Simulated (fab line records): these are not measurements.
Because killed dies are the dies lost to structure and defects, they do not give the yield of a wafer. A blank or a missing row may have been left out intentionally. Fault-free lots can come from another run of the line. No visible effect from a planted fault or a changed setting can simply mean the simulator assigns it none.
Code-filled problem report in 8D (eight disciplines) form    flow nandHarc    the parts of the form that need people (team, actions taken, sign-off) are left out

1. PROBLEM STATEMENT
Wafers without a fault read 75.13, standard deviation 0.08; exposureDoseMJCm2 at NHARC_A_M1_EXPOSE_06 reads a mean of 76.40 on 9 wafers belonging to 3 lots. Relative to the usual mean, that is a shift of +16 standard deviations.
The step: exposes mask A M1, target cd 120 nm.
Earliest sighting: wafer L623.1 on arfiScanner-03 at day 26 19:58. Wafers with a number at this step in the record: 39, from 13 lots. The rule behind "out" and "out of limits": a value lying over 4 standard deviations away from the usual mean. All remaining wafers that have a number are taken as sound.

2. WHAT IT IS AND WHAT IT IS NOT
question                     is                      is not
which readings at this step  exposureDoseMJCm2       -
which lots                   L623, L627, L628        L615, L616, L617, L618, L631, L632, L633, L634, L635, L637
which wafers of those lots   all that have a number  -
read on which tools          arfiScanner-03          arfiScanner-01, arfiScanner-02
when                         from day 26 19:58       up to then (12 sound wafers); but 18 sound wafers of L631, L632, L633, L634, L635, L637 came after

3. WHAT RULES OUT EACH SUSPECT
Counting: a tool at any process step up to the reading remains a suspect when it ran all the lots that are out and ran no sound lot after the first of those.
- arfiScanner-03 at NHARC_A_M1_EXPOSE_06 (exposes mask A M1, target cd 120 nm): kept. All lots that are out passed through it, beginning with L623 at day 26 19:58, and no sound lot followed; its final sound lot before that point was L617 at day 23 05:00. On those wafers its own readings are out: exposureDoseMJCm2.
After counting, what remains is arfiScanner-03 at NHARC_A_M1_EXPOSE_06.

4. THE CAUSE (what the simulator had put in)
Process parameter drift: arfiScanner-03, from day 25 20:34 on, at NHARC_A_M1_EXPOSE_06. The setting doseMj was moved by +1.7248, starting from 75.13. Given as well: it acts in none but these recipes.
Only this tool survived the counting.

5. SEQUENCE OF EFFECTS, ordered by route
Rows list readings where the struck wafers' mean (over those with a number) sits beyond 3 standard deviations from the usual. Scope: only readings with a usual standard deviation given in the record; hours: median across lots of the time from each lot's start at the first step in this table that gives one to its start at this step; sigmas: change in usual standard deviations.
hours  step                  reading            usual  on struck wafers  change  sigmas
0      NHARC_A_M1_EXPOSE_06  exposureDoseMJCm2  75.13  76.40             +1.27   +16
Its process steps:
- NHARC_A_M1_EXPOSE_06: exposes mask A M1, target cd 120 nm.
Later steps that measure or inspect, where all struck wafers having a row at the step show a number for every such reading and not one has moved that far: NHARC_A_M1_OVL_MEAS_10, NHARC_A_M1_CD_MEAS_16, NHARC_END_SORT_01.

6. WHAT WOULD HAVE CAUGHT IT SOONER
First out-of-limits reading in this record: day 26 19:58, which is 23 hours after fault onset at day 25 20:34.
